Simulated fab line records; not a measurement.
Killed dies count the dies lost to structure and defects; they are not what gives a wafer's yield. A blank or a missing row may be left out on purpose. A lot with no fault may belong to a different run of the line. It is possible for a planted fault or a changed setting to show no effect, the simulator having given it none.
Matching of chambers    flow nand harc    pecvd-01 running NHARC_P_M1_DEP_33: 3 sister chambers
The step deposits SiCN, target thk 30 nm. 6 wafers are shown with their chamber, then 11 later ones without.

WAFERS, EACH WITH ITS CHAMBER
wafer   chamber  heater power outer w (W)  heater power w (W)
L080.5  2        251                       493
L084.1  1        499                       783
L084.6  1        517                       795
L086.2  2        329                       593
L086.5  0        336                       584
L088.2  0        336                       581

WAFERS WHOSE CHAMBER IS MISSING
wafer   heater power outer w (W)  heater power w (W)
L088.3  280                       536
L088.5  284                       537
L091.2  286                       559
L091.4  486                       759
L091.6  286                       498
L092.1  342                       568
L092.2  489                       788
L092.4  315                       600
L095.2  424                       708
L095.5  427                       692
L095.6  339                       621

CHAMBER TAKEN BY EACH
wafer   from the rows above      in truth
L088.3  can't be placed: 2 or 0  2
L088.5  can't be placed: 2 or 0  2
L091.2  can't be placed: 2 or 0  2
L091.4  1                        1
L091.6  can't be placed: 2 or 0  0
L092.1  can't be placed: 0 or 2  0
L092.2  1                        1
L092.4  can't be placed: 0 or 2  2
L095.2  can't be placed: 1 or 0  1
L095.5  can't be placed: 1 or 0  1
L095.6  can't be placed: 0 or 2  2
Placed correctly: 2 of 11. Cannot be placed on the basis of these rows: 9; the candidates contain the true chamber in 9. Placed wrongly: 0.
How it was worked out, from the rows above alone: a wafer's distance from a chamber is the root of the sum, over the readings, of the square of ((its reading less the chamber's mean) divided by the reading's scatter). If the next closest chamber is less than 2 further off than the closest, the wafer can't be placed; otherwise it belongs to the closest. A chamber's mean is the mean of its shown wafers. How the scatter is found: for the shown wafers, subtract from each reading the mean of its chamber, square and add these, divide the total by (wafers less chambers), then take the root.
